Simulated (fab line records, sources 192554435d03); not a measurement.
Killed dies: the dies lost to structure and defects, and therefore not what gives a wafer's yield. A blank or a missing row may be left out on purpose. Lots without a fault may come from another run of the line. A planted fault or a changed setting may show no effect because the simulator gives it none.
Split-lot study ; flow n5-finfet ; 21 wafers read from 7 lots, route of 1938 steps

SPLIT DETAILS
At N5_BEOL_M0_SAQP_SPACER2_ALD_26 (deposits SiO2, target thk 15 nm, pulse time 1 s, purge time 2 s), the setting target-thk-a was moved away from the recipe's 150 angstrom on 7 of the 21 wafers read, by -10.3% to +12.5%. All remaining wafers had this setting at the recipe value.

FROM THE SPLIT TO THE READING: what the file shows between them, 2 steps
- N5_BEOL_M0_SAQP_SPACER2_ETCHBACK_27: etches SiO2 in CHF3/O2, target depth 22.5 nm, time 11.25 s
- N5_BEOL_M0_SAQP_MANDREL2_REMOVE_110: chemistry HBr/Cl2/O2, target a-Si, stops on SiCN, bt time 10 s

THE READING
Shown in nm: cd-nm at N5_BEOL_M0_SAQP_CD_MEAS_29, with target cd 14.4 nm. Typical for fault-free wafers on this fab line: 14.94 nm, with standard deviation 0.2 nm.

wafer;tool, chamber at the split;target-thk-a as run, angstrom;against the recipe;cd-nm, nm;against lot-mates on the recipe
L078.4;ald-sin-02, 3,1;136.2;-9.2%;13.18;-2.00
L078.5;ald-sin-02, 3,1;136.2;-9.2%;13.82;-1.36
L078.6;ald-sin-02, 0;150;recipe;15.18;-
L080.1;ald-sin-04, 2;150;recipe;14.72;-
L080.2;ald-sin-04, 3;150;recipe;14.87;-
L080.6;ald-sin-04, 0;134.5;-10.3%;13.48;-1.31
L081.1;ald-sin-01, 2,1;150;recipe;14.88;-
L081.3;ald-sin-01, 2,1;150;recipe;15.07;-
L081.5;ald-sin-01, 3;150;recipe;15.00;-
L083.1;ald-sin-01, 3;158.8;+5.9%;16.16;no lot-mate on the recipe
L083.2;ald-sin-01, 1,0;158.8;+5.9%;15.61;no lot-mate on the recipe
L083.4;ald-sin-01, 1,0;158.8;+5.9%;15.63;no lot-mate on the recipe
L084.2;ald-sin-01, 2,0;150;recipe;14.65;-
L084.5;ald-sin-01, 2,0;150;recipe;15.02;-
L084.6;ald-sin-01, 1;150;recipe;14.74;-
L088.1;ald-sin-02, 1,3;150;recipe;14.91;-
L088.3;ald-sin-02, 1,3;150;recipe;15.02;-
L088.4;ald-sin-02, 0;168.7;+12.5%;17.13;+2.16
L091.1;ald-sin-02, 2,0;150;recipe;14.90;-
L091.4;ald-sin-02, 3;150;recipe;14.86;-
L091.6;ald-sin-02, 2,0;150;recipe;14.99;-
The file does not say which wafer passed through which chamber wherever a row lists several chambers: such a row stands for several wafers.

FIT RESULTS
A straight line over all 21 wafers: cd-nm changes by +0.157 nm for each +1% of target-thk-a; r = +0.97; the points scatter about the line by 0.2 nm.
The same after taking each lot's own level away (the mean of its wafers on the recipe; 18 wafers): +0.166 nm for each +1%; r = +0.98; scatter 0.18 nm.
On that fit, the largest move of target-thk-a shifts the reading by 2.1 nm.
The lots' own levels span 14.795 to 15.180 nm, that is 1.9 times the standard deviation above.
So the lot-to-lot level changes the slope little: the two slopes agree.
Check: with one of the wafers moved furthest among these (+12.5%) left out of the fit, the line predicts +2 nm for it against its lot-mates. Against them it came out at +2.16 nm.

OTHER SPLITS ON THESE WAFERS
Note: prior to the reading, these wafers also went through further splits. Each is held against what the fit with the lots' levels taken away leaves over:
other split on the same wafers;wafers away from the commonest value;r with cd-nm (lot level and that fit taken away)
N5_BEOL_M0_SAQP_PECVD_04 time-s;4;+0.11
N5_BEOL_M0_SAQP_ETCH_107 bias-w;12;-0.49

THE WHOLE CHAIN: every reading that the file lists as answering this split, in the file's order
step;what it does;reading;change (the file's fit);r (the file's)
N5_BEOL_M0_SAQP_SPACER2_ALD_26;deposits SiO2, target thk 15 nm, pulse time 1 s, purge time 2 s;SiO2_of_BEOL_M0_SAQP_SPACER2_ALD_26.thk-nm (the simulator's own value, which no gauge read);+0.147 nm for each +1% of the setting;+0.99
N5_BEOL_M0_SAQP_MANDREL2_REMOVE_110;chemistry HBr/Cl2/O2, target a-Si, stops on SiCN, bt time 10 s;BEOL_M0_SAQP.cd-nm (the simulator's own value, which no gauge read);+0.145 nm for each +1% of the setting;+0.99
N5_BEOL_M0_SAQP_MANDREL2_REMOVE_110;chemistry HBr/Cl2/O2, target a-Si, stops on SiCN, bt time 10 s;SiO2_of_BEOL_M0_SAQP_SPACER2_ALD_26.thk-nm (the simulator's own value, which no gauge read);+0.141 nm for each +1% of the setting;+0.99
N5_BEOL_M0_SAQP_CD_MEAS_29;target cd 14.4 nm;cd-nm;+0.161 nm for each +1% of the setting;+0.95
N5_BEOL_M0_HM_OPEN_105;chemistry Cl2/BCl3, target TiN, target depth 12 nm;SiO2_of_BEOL_M0_SAQP_SPACER2_ALD_26.thk-nm (the simulator's own value, which no gauge read);+0.109 nm for each +1% of the setting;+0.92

FILE'S OWN FIT
cd-nm changes by +0.161 nm for each +1% of target-thk-a, r = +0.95.
